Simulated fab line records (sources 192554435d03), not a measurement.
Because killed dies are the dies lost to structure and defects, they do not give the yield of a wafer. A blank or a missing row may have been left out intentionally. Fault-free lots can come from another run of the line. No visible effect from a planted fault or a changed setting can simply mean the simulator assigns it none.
Code-filled problem report in 8D (eight disciplines) form / flow n5 finfet / the parts of the form that need people (team, actions taken, sign-off) are left out

== 1. PROBLEM STATEMENT ==
At N5_BEOL_M1_INSPECT_13, raw defect count averages 1618 over 3 wafers from 2 lots, while fault-free wafers read 373, standard deviation 77. That is +16 standard deviations from the usual mean.
The step: inspects for defects (brightfield).
First seen on wafer L910.3, day 9 07:57, on defect inspect-02. The record has a number at this step for 27 wafers belonging to 9 lots. The rule behind "out" and "out of limits": a value lying over 4 standard deviations away from the usual mean. All remaining wafers that have a number are taken as sound.

== 2. WHAT THIS IS AND IS NOT ==
question=which readings at this step | is=raw defect count | is not=-
question=which lots | is=L910, L914 | is not=L898, L899, L903, L913, L915, L916, L920
question=which wafers of those lots | is=L910.3, L910.5, L914.5 | is not=L910.2, L914.2, L914.6
question=read on which gauges | is=defect inspect-02 | is not=defect inspect-01
question=when | is=from day 9 07:57 | is not=up to then (10 sound wafers); but 14 sound wafers of L913, L914, L915, L916, L920 came after

== 3. WHAT RULES OUT EACH SUSPECT ==
Counting: a tool at a process step up to the reading stays a suspect if it ran every lot that is out. Sound lots after the first of them don't rule it out here, since some wafers of a struck lot are sound.
- the gauge at N5_BEOL_M1_INSPECT_13: ruled out. All the wafers that are out were read on defect inspect-02, but those of them that N5_PASSIVATION_PROBE_49 has rows for are out there too, on other tools.
- pecvd-01 at N5_BEOL_M1_PECVD_72 (deposits SiO2 from TEOS/O2, target thk 16 nm, time 18 s): kept. It ran every lot that is out, first L910 (day 9 06:55).
- At N5_BEOL_M1_PECVD_72, inside pecvd-01: chamber 2 took the wafers that are out, while their sound lot-mates went through chambers 0, 1.
Left after counting: pecvd-01 at N5_BEOL_M1_PECVD_72.

== 4. THE CAUSE (what the simulator had put in) ==
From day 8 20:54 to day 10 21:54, pecvd-01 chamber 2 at N5_BEOL_M1_PECVD_72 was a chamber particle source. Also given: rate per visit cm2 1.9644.
Counting left only this tool.

== 5. SEQUENCE OF EFFECTS, ordered by route ==
Each row: a reading where the mean over the struck wafers with a number is more than 3 standard deviations away from the usual. Only readings whose record carries a usual standard deviation are examined. hours: median over the lots of the time between each lot's start at the first step of this table that gives one and its start at this step. sigmas: the change, counted in usual standard deviations.
hours=0; step=N5_BEOL_M1_INSPECT_13; reading=raw defect count; usual=373; on struck wafers=1618; change=+1245; sigmas=+16
hours=145; step=N5_PASSIVATION_PROBE_49; reading=defect limited yield; usual=91.3 %; on struck wafers=81.8; change=-9.5; sigmas=-7.3
hours=145; step=N5_PASSIVATION_PROBE_49; reading=killed_at_M0_to_M3; usual=33; on struck wafers=154; change=+121; sigmas=+14
hours=145; step=N5_PASSIVATION_PROBE_49; reading=killed dies; usual=102; on struck wafers=215; change=+113; sigmas=+7.5
hours=145; step=N5_PASSIVATION_PROBE_49; reading=killed on rim; usual=13; on struck wafers=31; change=+18; sigmas=+5.0
hours=145; step=N5_PASSIVATION_PROBE_49; reading=sort_bin_5_function; usual=5.1 %; on struck wafers=10.6; change=+5.5; sigmas=+6.2
hours=145; step=N5_PASSIVATION_PROBE_49; reading=sort n pass; usual=1078; on struck wafers=965; change=-113; sigmas=-7.5
hours=145; step=N5_PASSIVATION_PROBE_49; reading=sort yield pct; usual=91.3 %; on struck wafers=81.8; change=-9.5; sigmas=-7.3
The process steps in it:
- N5_PASSIVATION_PROBE_49
Later measuring or inspecting steps at which every struck wafer that the step has a row for has a number for every such reading, and none has moved that far: N5_BEOL_M4_RC_MEAS_101.

== 6. WHAT WOULD HAVE CAUGHT IT SOONER ==
11 hours passed between the start of the fault at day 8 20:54 and the first reading out of limits at a measuring or inspecting step in this record, taken at day 9 07:57.
Of the tool readings at N5_BEOL_M1_PECVD_72 for which the record gives a usual standard deviation, none was out on any struck wafer, so an alarm limit of 4 standard deviations on them would not have fired.
Of the lots that are out (2), L914 began N5_BEOL_M1_PECVD_72 on pecvd-01 after day 9 07:57. A tool hold placed at that time would have kept it from harm.
